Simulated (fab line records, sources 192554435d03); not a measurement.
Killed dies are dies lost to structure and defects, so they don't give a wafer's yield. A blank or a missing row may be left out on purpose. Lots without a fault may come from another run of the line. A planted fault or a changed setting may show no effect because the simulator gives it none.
Chamber matching | flow n5_finfet | N5_MOL_CONTACT_COAG_ETCHBACK_134 on rie_diel-03: 4 sister chambers
The step etches SiO2 in CHF3, target depth 10 nm, time 6.7 s. 4 wafers are shown with their chamber, then 10 later ones without.

WAFERS WITH THEIR CHAMBER
wafer  | chamber | drypump_motor_current_A (A)
L084.1 | 3       | 5.4
L084.5 | 2       | 5.6
L085.3 | 1       | 5.1
L085.4 | 0       | 6.4

WAFERS WITHOUT THEIR CHAMBER
wafer  | drypump_motor_current_A (A)
L085.5 | 5.4
L089.2 | 5.6
L089.4 | 5.1
L089.6 | 5.5
L094.1 | 5.4
L094.4 | 6.3
L094.5 | 5.6
L095.1 | 5.6
L095.3 | 6.4
L095.6 | 5.6

WHICH CHAMBER EACH WENT THROUGH
wafer  | from the rows above     | in truth
L085.5 | 3                       | 3
L089.2 | 2                       | 2
L089.4 | 1                       | 1
L089.6 | can't be placed: 2 or 3 | 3
L094.1 | 3                       | 3
L094.4 | 0                       | 0
L094.5 | 2                       | 2
L095.1 | 2                       | 2
L095.3 | 0                       | 0
L095.6 | 2                       | 2
Placed correctly: 9 of 10. Can't be placed from these rows: 1 (the true chamber is among the candidates in 1). Placed wrongly: 0.
How it was worked out, from the rows above alone: a wafer's distance from a chamber is the root of the sum, over the readings, of the square of ((its reading less the chamber's mean) divided by the reading's scatter). The wafer belongs to the nearest chamber; if the next one is less than 2 further off, it can't be placed. A chamber's mean is the mean of its shown wafers. The scatter: with one shown wafer a chamber, the root of the mean of the squares of how far each hidden wafer lies from its nearest shown one.
